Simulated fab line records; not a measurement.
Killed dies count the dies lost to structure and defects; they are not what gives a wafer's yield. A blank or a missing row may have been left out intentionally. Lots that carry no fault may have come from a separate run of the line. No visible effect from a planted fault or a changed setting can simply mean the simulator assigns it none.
Split-lot trial ; flow n5-finfet ; 7 lots, 39 wafers read, on a route of 1938 steps

THE SPLIT ITSELF
At N5_BEOL_M8_TRENCH_ETCH_37 (etches SiCOH lowk in C4F6/O2, target depth 93.478 nm, time 31.2 s), the setting time-s was moved away from the recipe's 31.2 s on 15 of the 39 wafers read, by -15.2% to +55.4%. The other wafers ran this setting at the recipe's value.

FROM THE SPLIT TO THE READING: what the file shows between them, 11 steps
- N5_BEOL_M8_ETCH_41: etches SiCN in CH3F/O2, target depth 31.9 nm, time 57.8 s
- N5_BEOL_M8_STRIP_80: strips in N2/H2, time 10 s
- N5_BEOL_M8_OCD_MEAS_38
- N5_BEOL_M8_HM_STRIP_39: strips TiN in peroxide tin strip, target depth 25 nm, time 158 s
- N5_BEOL_M8_SRD_40: time 30 s
- N5_BEOL_M8_ECD_50: material Cu, target thk 300 nm
- N5_BEOL_M8_ANNEAL_51: time 90 s
- N5_BEOL_M8_CMP_52: polishes, stops on SiCOH lowk, t overpolish 6.9 s, target thk 80 nm
- N5_BEOL_M8_THK_MEAS_53: measures by xrf
- N5_BEOL_M8_PRE_CLEAN_55: time 15 s
- N5_BEOL_M8_DEP_56: deposits SiCN from 3MS/NH3, target thk 10 nm, time 17.5 s

THE READING
M8_RS, in ohm/sq, at N5_BEOL_M8_RS_MEAS_57 (measures by four-point-probe). Fault-free wafers of this fab line usually give 0.291 ohm/sq, standard deviation 0.012 ohm/sq.

wafer;tool, chamber at the split;time-s as run, s;against the recipe;M8_RS, ohm/sq;against lot-mates on the recipe
L075.1;rie-diel-02, 2;26.46;-15.2%;0.362;+0.069
L075.2;rie-diel-02, 1;31.2;recipe;0.296;-
L075.3;rie-diel-02, 0;26.46;-15.2%;0.392;+0.099
L075.4;rie-diel-02, 3;31.2;recipe;0.277;-
L075.5;rie-diel-02, 3;26.46;-15.2%;0.341;+0.048
L075.6;rie-diel-02, 0;31.2;recipe;0.306;-
L078.1;rie-diel-02, 1;31.2;recipe;0.288;-
L078.2;rie-diel-02, 0;31.2;recipe;0.303;-
L078.4;rie-diel-02, 3;31.2;recipe;0.271;-
L080.1;rie-diel-03, 1;42.4;+35.9%;0.200;-0.101
L080.2;rie-diel-03, 2;31.2;recipe;0.304;-
L080.3;rie-diel-03, 3;31.2;recipe;0.300;-
L080.4;rie-diel-03, 3;42.4;+35.9%;0.203;-0.098
L080.5;rie-diel-03, 1;42.4;+35.9%;0.194;-0.107
L080.6;rie-diel-03, 2;31.2;recipe;0.299;-
L081.1;rie-diel-03, 2;47.62;+52.6%;0.168;-0.116
L081.2;rie-diel-03, 0;31.2;recipe;0.278;-
L081.3;rie-diel-03, 3;47.62;+52.6%;0.173;-0.111
L081.4;rie-diel-03, 1;47.62;+52.6%;0.166;-0.118
L081.5;rie-diel-03, 1;31.2;recipe;0.285;-
L081.6;rie-diel-03, 2;31.2;recipe;0.289;-
L082.1;rie-diel-03, 1;31.2;recipe;0.286;-
L082.2;rie-diel-03, 0;31.2;recipe;0.283;-
L082.3;rie-diel-03, 3;48.48;+55.4%;0.168;-0.119
L082.4;rie-diel-03, 2;48.48;+55.4%;0.170;-0.117
L082.5;rie-diel-03, 1;48.48;+55.4%;0.166;-0.121
L082.6;rie-diel-03, 0;31.2;recipe;0.292;-
L087.1;rie-diel-02, 1;31.2;recipe;0.296;-
L087.2;rie-diel-02, 0;31.2;recipe;0.320;-
L087.3;rie-diel-02, 3;31.2;recipe;0.293;-
L087.4;rie-diel-02, 0;31.2;recipe;0.321;-
L087.5;rie-diel-02, 3;31.2;recipe;0.282;-
L087.6;rie-diel-02, 1;31.2;recipe;0.289;-
L091.1;rie-diel-02, 3;31.2;recipe;0.287;-
L091.2;rie-diel-02, 2;48.1;+54.2%;0.163;-0.126
L091.3;rie-diel-02, 1;48.1;+54.2%;0.166;-0.123
L091.4;rie-diel-02, 1;31.2;recipe;0.294;-
L091.5;rie-diel-02, 3;48.1;+54.2%;0.162;-0.127
L091.6;rie-diel-02, 2;31.2;recipe;0.286;-

FIT RESULTS
A straight line over all 39 wafers: M8_RS changes by -0.0025 ohm/sq for each +1% of time-s; r = -0.97; the points scatter about the line by 0.015 ohm/sq.
The same after taking each lot's own level away (the mean of its wafers on the recipe; 39 wafers): -0.00242 ohm/sq for each +1%; r = -0.97; scatter 0.015 ohm/sq.
Per that fit: largest time-s move, reading shift of 0.13 ohm/sq.
From 0.2840 to 0.3010 ohm/sq: that is the span of the lots' own levels, equal to 1.4 times the standard deviation above.
The two slopes are in agreement: the lot-to-lot level therefore moves the slope only a little.
Check: for one of the wafers moved furthest among these (+55.4%), held out of the fit, the line's prediction against its lot-mates is -0.131 ohm/sq. It came out at -0.119 ohm/sq against them.

THE WHOLE CHAIN: every reading that the file lists as answering this split, in the file's order
step;what it does;reading;change (the file's fit);r (the file's)
N5_BEOL_M8_TRENCH_ETCH_37;etches SiCOH lowk in C4F6/O2, target depth 93.478 nm, time 31.2 s;BEOL_M8.feature-depth-nm (the simulator's own value, which no gauge read);+0.898 nm for each +1% of the setting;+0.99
N5_BEOL_M8_TRENCH_ETCH_37;etches SiCOH lowk in C4F6/O2, target depth 93.478 nm, time 31.2 s;etch.depth-nm (the simulator's own value, which no gauge read);+0.898 nm for each +1% of the setting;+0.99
N5_BEOL_M8_TRENCH_ETCH_37;etches SiCOH lowk in C4F6/O2, target depth 93.478 nm, time 31.2 s;TiN_of_BEOL_M8_HM_DEP_02.thk-nm (the simulator's own value, which no gauge read);-0.0258 nm for each +1% of the setting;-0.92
N5_BEOL_M8_OCD_MEAS_38;;trench-depth-nm;+0.903 nm for each +1% of the setting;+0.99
N5_BEOL_M8_CMP_52;polishes, stops on SiCOH lowk, t overpolish 6.9 s, target thk 80 nm;Cu_of_BEOL_M8_ECD_50.thk-nm (the simulator's own value, which no gauge read);+0.896 nm for each +1% of the setting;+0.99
N5_BEOL_M8_THK_MEAS_53;measures by xrf;M8_THK;+0.908 for each +1% of the setting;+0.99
N5_BEOL_M8_RS_MEAS_57;measures by four-point-probe;M8_RS;-0.00235 for each +1% of the setting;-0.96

THE FILE'S OWN FIT
M8_RS changes by -0.00235 ohm/sq for each +1% of time-s, r = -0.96.
